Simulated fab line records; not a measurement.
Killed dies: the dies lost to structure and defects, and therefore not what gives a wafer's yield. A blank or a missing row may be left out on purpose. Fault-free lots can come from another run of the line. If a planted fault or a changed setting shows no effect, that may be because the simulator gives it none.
Split-lot study :: flow n5_finfet :: route with 1938 steps; 7 lots, 39 wafers read

THE SPLIT ITSELF
At N5_FIN_SAQP_PECVD_47 (deposits a-Si from SiH4/He, target thk 45 nm, time 36.3 s), the setting time_s was moved away from the recipe's 36.3 s on 12 of the 39 wafers read, by -37.5% to +55.1%. All remaining wafers had this setting at the recipe value.

FROM THE SPLIT TO THE READING: what the file shows between them, 4 steps
- N5_FIN_SAQP_PECVD_48: deposits SiNx from SiH4/NH3/N2, target thk 25 nm, time 22.1 s
- N5_FIN_SAQP_PECVD_06: deposits a-Si from SiH4/He, target thk 60 nm, time 48.1 s
- N5_FIN_SAQP_ETCH_57: etches SiNx in CH3F/O2, target depth 32.5 nm, time 46.4 s
- N5_FIN_SAQP_ETCH_65: etches SiO2 in CF4, target depth 4 nm, time 4.4 s

THE READING
oes_product_au, in a.u., at N5_FIN_SAQP_MANDREL_ETCH_58 (etches a-Si in HBr/Cl2, stops on SiNx, target depth 45 nm, bt time 10 s, time 27 s). On this fab line, fault-free wafers typically give 0.696 a.u. with a standard deviation of 0.011 a.u.

wafer: L074.1
tool, chamber at the split: pecvd-04, 2
time_s as run, s: 22.69
against the recipe: -37.5%
oes_product_au, a.u.: 0.542
against lot-mates on the recipe: -0.152

wafer: L074.2
tool, chamber at the split: pecvd-04, 0
time_s as run, s: 22.69
against the recipe: -37.5%
oes_product_au, a.u.: 0.546
against lot-mates on the recipe: -0.148

wafer: L074.3
tool, chamber at the split: pecvd-04, 1
time_s as run, s: 36.3
against the recipe: recipe
oes_product_au, a.u.: 0.686
against lot-mates on the recipe: -

wafer: L074.4
tool, chamber at the split: pecvd-04, 0
time_s as run, s: 36.3
against the recipe: recipe
oes_product_au, a.u.: 0.698
against lot-mates on the recipe: -

wafer: L074.5
tool, chamber at the split: pecvd-04, 1
time_s as run, s: 36.3
against the recipe: recipe
oes_product_au, a.u.: 0.698
against lot-mates on the recipe: -

wafer: L074.6
tool, chamber at the split: pecvd-04, 2
time_s as run, s: 22.69
against the recipe: -37.5%
oes_product_au, a.u.: 0.553
against lot-mates on the recipe: -0.141

wafer: L075.1
tool, chamber at the split: pecvd-02, 2
time_s as run, s: 36.3
against the recipe: recipe
oes_product_au, a.u.: 0.677
against lot-mates on the recipe: -

wafer: L075.2
tool, chamber at the split: pecvd-02, 0
time_s as run, s: 36.3
against the recipe: recipe
oes_product_au, a.u.: 0.707
against lot-mates on the recipe: -

wafer: L075.3
tool, chamber at the split: pecvd-02, 1
time_s as run, s: 26.06
against the recipe: -28.2%
oes_product_au, a.u.: 0.601
against lot-mates on the recipe: -0.091

wafer: L075.4
tool, chamber at the split: pecvd-02, 0
time_s as run, s: 26.06
against the recipe: -28.2%
oes_product_au, a.u.: 0.590
against lot-mates on the recipe: -0.102

wafer: L075.5
tool, chamber at the split: pecvd-02, 2
time_s as run, s: 26.06
against the recipe: -28.2%
oes_product_au, a.u.: 0.592
against lot-mates on the recipe: -0.100

wafer: L075.6
tool, chamber at the split: pecvd-02, 1
time_s as run, s: 36.3
against the recipe: recipe
oes_product_au, a.u.: 0.693
against lot-mates on the recipe: -

wafer: L082.1
tool, chamber at the split: pecvd-03, 2
time_s as run, s: 36.3
against the recipe: recipe
oes_product_au, a.u.: 0.697
against lot-mates on the recipe: -

wafer: L082.2
tool, chamber at the split: pecvd-03, 0
time_s as run, s: 36.3
against the recipe: recipe
oes_product_au, a.u.: 0.700
against lot-mates on the recipe: -

wafer: L082.3
tool, chamber at the split: pecvd-03, 1
time_s as run, s: 36.3
against the recipe: recipe
oes_product_au, a.u.: 0.704
against lot-mates on the recipe: -

wafer: L082.4
tool, chamber at the split: pecvd-03, 0
time_s as run, s: 36.3
against the recipe: recipe
oes_product_au, a.u.: 0.716
against lot-mates on the recipe: -

wafer: L082.5
tool, chamber at the split: pecvd-03, 2
time_s as run, s: 36.3
against the recipe: recipe
oes_product_au, a.u.: 0.714
against lot-mates on the recipe: -

wafer: L082.6
tool, chamber at the split: pecvd-03, 1
time_s as run, s: 36.3
against the recipe: recipe
oes_product_au, a.u.: 0.699
against lot-mates on the recipe: -

wafer: L083.1
tool, chamber at the split: pecvd-02, 1
time_s as run, s: 53.24
against the recipe: +46.7%
oes_product_au, a.u.: 0.854
against lot-mates on the recipe: +0.150

wafer: L083.2
tool, chamber at the split: pecvd-02, 2
time_s as run, s: 36.3
against the recipe: recipe
oes_product_au, a.u.: 0.694
against lot-mates on the recipe: -

wafer: L083.3
tool, chamber at the split: pecvd-02, 0
time_s as run, s: 53.24
against the recipe: +46.7%
oes_product_au, a.u.: 0.869
against lot-mates on the recipe: +0.165

wafer: L083.4
tool, chamber at the split: pecvd-02, 2
time_s as run, s: 36.3
against the recipe: recipe
oes_product_au, a.u.: 0.714
against lot-mates on the recipe: -

wafer: L083.5
tool, chamber at the split: pecvd-02, 0
time_s as run, s: 36.3
against the recipe: recipe
oes_product_au, a.u.: 0.704
against lot-mates on the recipe: -

wafer: L083.6
tool, chamber at the split: pecvd-02, 1
time_s as run, s: 53.24
against the recipe: +46.7%
oes_product_au, a.u.: 0.866
against lot-mates on the recipe: +0.162

wafer: L084.4
tool, chamber at the split: pecvd-04, 1
time_s as run, s: 36.3
against the recipe: recipe
oes_product_au, a.u.: 0.710
against lot-mates on the recipe: -

wafer: L084.5
tool, chamber at the split: pecvd-04, 0
time_s as run, s: 36.3
against the recipe: recipe
oes_product_au, a.u.: 0.707
against lot-mates on the recipe: -

wafer: L084.6
tool, chamber at the split: pecvd-04, 2
time_s as run, s: 36.3
against the recipe: recipe
oes_product_au, a.u.: 0.707
against lot-mates on the recipe: -

wafer: L094.1
tool, chamber at the split: pecvd-02, 0
time_s as run, s: 36.3
against the recipe: recipe
oes_product_au, a.u.: 0.696
against lot-mates on the recipe: -

wafer: L094.2
tool, chamber at the split: pecvd-02, 2
time_s as run, s: 36.3
against the recipe: recipe
oes_product_au, a.u.: 0.680
against lot-mates on the recipe: -

wafer: L094.3
tool, chamber at the split: pecvd-02, 0
time_s as run, s: 36.3
against the recipe: recipe
oes_product_au, a.u.: 0.706
against lot-mates on the recipe: -

wafer: L094.4
tool, chamber at the split: pecvd-02, 2
time_s as run, s: 36.3
against the recipe: recipe
oes_product_au, a.u.: 0.712
against lot-mates on the recipe: -

wafer: L094.5
tool, chamber at the split: pecvd-02, 0
time_s as run, s: 36.3
against the recipe: recipe
oes_product_au, a.u.: 0.684
against lot-mates on the recipe: -

wafer: L094.6
tool, chamber at the split: pecvd-02, 2
time_s as run, s: 36.3
against the recipe: recipe
oes_product_au, a.u.: 0.719
against lot-mates on the recipe: -

wafer: L097.1
tool, chamber at the split: pecvd-04, 0
time_s as run, s: 56.31
against the recipe: +55.1%
oes_product_au, a.u.: 0.904
against lot-mates on the recipe: +0.214

wafer: L097.2
tool, chamber at the split: pecvd-04, 1
time_s as run, s: 36.3
against the recipe: recipe
oes_product_au, a.u.: 0.687
against lot-mates on the recipe: -

wafer: L097.3
tool, chamber at the split: pecvd-04, 2
time_s as run, s: 36.3
against the recipe: recipe
oes_product_au, a.u.: 0.686
against lot-mates on the recipe: -

wafer: L097.4
tool, chamber at the split: pecvd-04, 1
time_s as run, s: 56.31
against the recipe: +55.1%
oes_product_au, a.u.: 0.907
against lot-mates on the recipe: +0.217

wafer: L097.5
tool, chamber at the split: pecvd-04, 0
time_s as run, s: 56.31
against the recipe: +55.1%
oes_product_au, a.u.: 0.899
against lot-mates on the recipe: +0.209

wafer: L097.6
tool, chamber at the split: pecvd-04, 2
time_s as run, s: 36.3
against the recipe: recipe
oes_product_au, a.u.: 0.698
against lot-mates on the recipe: -

THE FIT
A straight line over all 39 wafers: oes_product_au changes by +0.00372 a.u. for each +1% of time_s; r = +0.99; the points scatter about the line by 0.011 a.u.
The same after taking each lot's own level away (the mean of its wafers on the recipe; 39 wafers): +0.0037 a.u. for each +1%; r = +0.99; scatter 0.01 a.u.
According to that fit, moving time_s by its largest amount changes the reading by 0.2 a.u.
Across the lots, their own levels run from 0.6903 to 0.7080 a.u., a range of 1.6 times the standard deviation given above.
Consequently the slope shifts little with the lot-to-lot level, the two slopes agreeing.
Check: +0.202 a.u. against its lot-mates is what the line predicts for one of the wafers moved furthest among these (+55.1%) when that wafer is left out of the fit. It came out at +0.214 a.u. against them.

THE WHOLE CHAIN: every reading that the file lists as answering this split, in the file's order
step: N5_FIN_SAQP_PECVD_47
what it does: deposits a-Si from SiH4/He, target thk 45 nm, time 36.3 s
reading: a-Si_of_FIN_SAQP_PECVD_47.thk_nm (the simulator's own value, which no gauge read)
change (the file's fit): +0.467 nm for each +1% of the setting
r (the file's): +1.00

step: N5_FIN_SAQP_MANDREL_ETCH_58
what it does: etches a-Si in HBr/Cl2, stops on SiNx, target depth 45 nm, bt time 10 s, time 27 s
reading: oes_product_au
change (the file's fit): +0.0037 a.u. for each +1% of the setting
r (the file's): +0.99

step: N5_FIN_SAQP_MANDREL_ETCH_58
what it does: etches a-Si in HBr/Cl2, stops on SiNx, target depth 45 nm, bt time 10 s, time 27 s
reading: etch.depth_nm (the simulator's own value, which no gauge read)
change (the file's fit): +0.467 nm for each +1% of the setting
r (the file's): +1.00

THE FILE'S OWN FIT
oes_product_au changes by +0.0037 a.u. for each +1% of time_s, r = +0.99.
